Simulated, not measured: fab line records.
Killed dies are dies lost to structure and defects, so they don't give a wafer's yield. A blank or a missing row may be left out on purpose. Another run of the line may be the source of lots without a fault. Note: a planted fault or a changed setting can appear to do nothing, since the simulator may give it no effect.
Which tool was responsible?	flow n5-finfet	31 wafers from 11 lots sampled at 5 of the route's 1938 steps

WHAT EACH GAUGE READ, for each wafer
N5_BEOL_M11_INSPECT_58: inspects for defects (darkfield). Usual: 85 for raw-defect-count, sd 29.
lot	measured	on	raw-defect-count	flag
L710	day 9 21:08	defect-inspect-02	53 77 32	
L712	day 11 03:25	defect-inspect-01	190 144 106	
L716	day 11 19:22	defect-inspect-01	85 122 85	
L715	day 11 20:43	defect-inspect-01	71 71 55	
L717	day 11 23:04	defect-inspect-02	88 124 57	
L720	day 13 03:06	defect-inspect-02	80 86 80	
L721	day 13 06:20	defect-inspect-02	51 100 61	
L722	day 13 07:19	defect-inspect-01	66 62	
L725	day 14 07:20	defect-inspect-01	57 71	
L727	day 15 04:52	defect-inspect-02	93 88 109	
L732	day 16 17:14	defect-inspect-02	66 56 110	

EACH LOT AND THE TOOL THAT RAN IT (in order: tool; ch and the chambers of the sampled wafers; start)
lot	N5_BEOL_M11_ETCH_66	N5_BEOL_M11_CURE_72	N5_BEOL_M11_ECD_50	N5_BEOL_M11_CMP_52
L710	rie-diel-06 ch 0,2,3, day 9 17:17	uv-cure-03 ch 2, day 9 18:05	ecd-cu-01 ch 0,1, day 9 19:46	cmp-01 ch 0,1,3, day 9 20:43
L712	rie-diel-06 ch 1,2, day 11 00:38	uv-cure-02 ch 1, day 11 01:14	ecd-cu-01 ch 0,1, day 11 02:34	cmp-01 ch 0,1, day 11 02:58
L716	rie-diel-01 ch 0,2,3, day 11 16:17	uv-cure-03 ch 0, day 11 16:53	ecd-cu-02 ch 0,1, day 11 18:23	cmp-03 ch 1,2,3, day 11 18:57
L715	rie-diel-01 ch 0,3, day 11 16:45	uv-cure-01 ch 2, day 11 17:24	ecd-cu-02 ch 0,1, day 11 19:52	cmp-03 ch 0,2, day 11 20:19
L717	rie-diel-02 ch 0,1,3, day 11 19:40	uv-cure-01 ch 0, day 11 20:22	ecd-cu-02 ch 0,1, day 11 22:14	cmp-01 ch 0,3, day 11 22:39
L720	rie-diel-02 ch 1,2,3, day 12 23:37	uv-cure-01 ch 1, day 13 00:18	ecd-cu-02 ch 0,1, day 13 02:16	cmp-01 ch 0,2,3, day 13 02:44
L721	rie-diel-02 ch 1,2,3, day 13 01:46	uv-cure-01 ch 1, day 13 02:25	ecd-cu-01 ch 0,1, day 13 05:19	cmp-01 ch 1,2,3, day 13 05:53
L722	rie-diel-02 ch 1,2, day 13 04:26	uv-cure-01 ch 1, day 13 05:11	ecd-cu-01 ch 0,1, day 13 06:31	cmp-04 ch 1,2, day 13 07:01
L725	rie-diel-02 ch 1,3, day 14 03:42	uv-cure-01 ch 2, day 14 04:25	ecd-cu-01 ch 1, day 14 06:31	cmp-01 ch 2,3, day 14 06:55
L727	rie-diel-01 ch 0,1,2, day 15 00:07	uv-cure-03 ch 1, day 15 00:43	ecd-cu-01 ch 0,1, day 15 04:01	cmp-01 ch 2,3, day 15 04:26
L732	rie-diel-06 ch 1,2,3, day 16 12:38	uv-cure-02 ch 1, day 16 13:20	ecd-cu-02 ch 0,1, day 16 16:10	cmp-04 ch 1,2,3, day 16 16:52
- N5_BEOL_M11_ETCH_66: etches SOC in N2/H2, target depth 120 nm, overetch 24 nm, time 180 s.
- N5_BEOL_M11_CURE_72: cures SiCOH lowk, time 120 s.
- N5_BEOL_M11_ECD_50: material Cu, target thk 318 nm.
- N5_BEOL_M11_CMP_52: polishes, stops on SiCOH lowk, t overpolish 7 s, target thk 140 nm.

WHAT THE TOOLS THEMSELVES READ (means of the sampled wafers that have a number; where no wafer has one, the mark that the record gives instead)
N5_BEOL_M11_ETCH_66. Usual: drypump-motor-current-A 5.7 A, standard deviation 0.5; oes-product-au 0.65 a.u., standard deviation 0.069; rf-vpp-V 523.1 V, standard deviation 2.3; showerhead-plenum-p-Torr 2.51 Torr, standard deviation 0.079; throttle-valve-pct 17.71 %, standard deviation 0.2.
lot	tool	drypump-motor-current-A (A)	oes-product-au (a.u.)	rf-vpp-V (V)	showerhead-plenum-p-Torr (Torr)	throttle-valve-pct (%)	flag
L710	rie-diel-06	5.8	0.67	521.6	2.49	17.56	
L712	rie-diel-06	6.3	0.65	526.5	2.62	17.78	
L716	rie-diel-01	5.1	0.62	522.7	2.52	17.83	
L715	rie-diel-01	5.0	0.63	523.2	2.52	17.81	
L717	rie-diel-02	5.8	0.62	523.2	2.53	17.83	
L720	rie-diel-02	5.9	0.66	523.7	2.52	17.77	
L721	rie-diel-02	5.9	0.66	523.6	2.52	17.79	
L722	rie-diel-02	6.0	0.71	523.5	2.47	17.66	
L725	rie-diel-02	5.8	0.62	523.0	2.54	17.83	
L727	rie-diel-01	5.5	0.59	523.0	2.50	17.85	
L732	rie-diel-06	6.1	0.68	524.3	2.54	17.62	

N5_BEOL_M11_CURE_72. Usual: lamp-power-pct 52.31 %, standard deviation 0.053; wafer_temp_C_max 371.8, standard deviation 0.61.
lot	tool	lamp-power-pct (%)	wafer_temp_C_max	flag
L710	uv-cure-03	52.33	372.2	
L712	uv-cure-02	52.31	371.5	
L716	uv-cure-03	52.30	372.2	
L715	uv-cure-01	52.29	371.2	
L717	uv-cure-01	52.39	371.5	
L720	uv-cure-01	52.34	372.2	
L721	uv-cure-01	52.38	372.2	
L722	uv-cure-01	52.26	372.1	
L725	uv-cure-01	52.33	371.5	
L727	uv-cure-03	52.32	371.2	
L732	uv-cure-02	52.30	371.5	

N5_BEOL_M11_CMP_52. Usual: clearing-platen-rpm 50.004 rpm, standard deviation 0.028; motor-current-A 6.0 A, standard deviation 0.51; platen-rpm 49.995 rpm, standard deviation 0.027; retaining-ring-pressure-frac 1.000, standard deviation 0.0048; time-to-endpoint-s 65.6 s, standard deviation 2.6.
lot	tool	clearing-platen-rpm (rpm)	motor-current-A (A)	platen-rpm (rpm)	retaining-ring-pressure-frac	time-to-endpoint-s (s)	flag
L710	cmp-01	49.996	5.9	49.992	1.002	64.9	
L712	cmp-01	50.006	5.7	49.998	0.998	63.1	
L716	cmp-03	50.024	6.2	50.009	1.001	67.5	
L715	cmp-03	49.966	6.1	50.013	0.999	62.8	
L717	cmp-01	49.979	5.8	50.015	1.001	63.1	
L720	cmp-01	49.995	5.6	49.974	0.998	66.8	
L721	cmp-01	50.009	5.8	49.992	0.998	67.4	
L722	cmp-04	50.017	6.1	50.011	0.999	120.5	OFF
L725	cmp-01	50.054	5.8	49.977	1.000	95.5	OFF
L727	cmp-01	50.009	6.0	50.004	0.999	82.3	OFF
L732	cmp-04	50.022	5.8	49.994	1.002	67.2	

THE ANSWER, worked out from the rows above alone
Rule: a lot counts as off when the mean over its wafers that have a number is more than 3 standard deviations away from the usual mean. A lot without any number at a reading at which 4 lots or more have one is off too. Where the step has rows for the other lots, those lots are counted as sound. First the gauges in route order, then the tools' own readings, where a lot's mean is used as printed above. The first step at which some lot is off is used, and at that step the reading that is off furthest; a lot without a number counts as furthest.
Off: L722, L725, L727 (N5_BEOL_M11_CMP_52, time-to-endpoint-s).
A tool fits if, at that step or a process step before it, it ran every lot that is off, and no sound lot after the first of them. One fits: N5_BEOL_M11_ECD_50 on ecd-cu-01. A fault onset in the window from L721 (day 13 05:19, its last sound lot) to L722 (day 13 06:31, its first lot off) fits.

WHAT THE SIMULATOR HAD INSERTED
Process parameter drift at N5_BEOL_M11_ECD_50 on ecd-cu-01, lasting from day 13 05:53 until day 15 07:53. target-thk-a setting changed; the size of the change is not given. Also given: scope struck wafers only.
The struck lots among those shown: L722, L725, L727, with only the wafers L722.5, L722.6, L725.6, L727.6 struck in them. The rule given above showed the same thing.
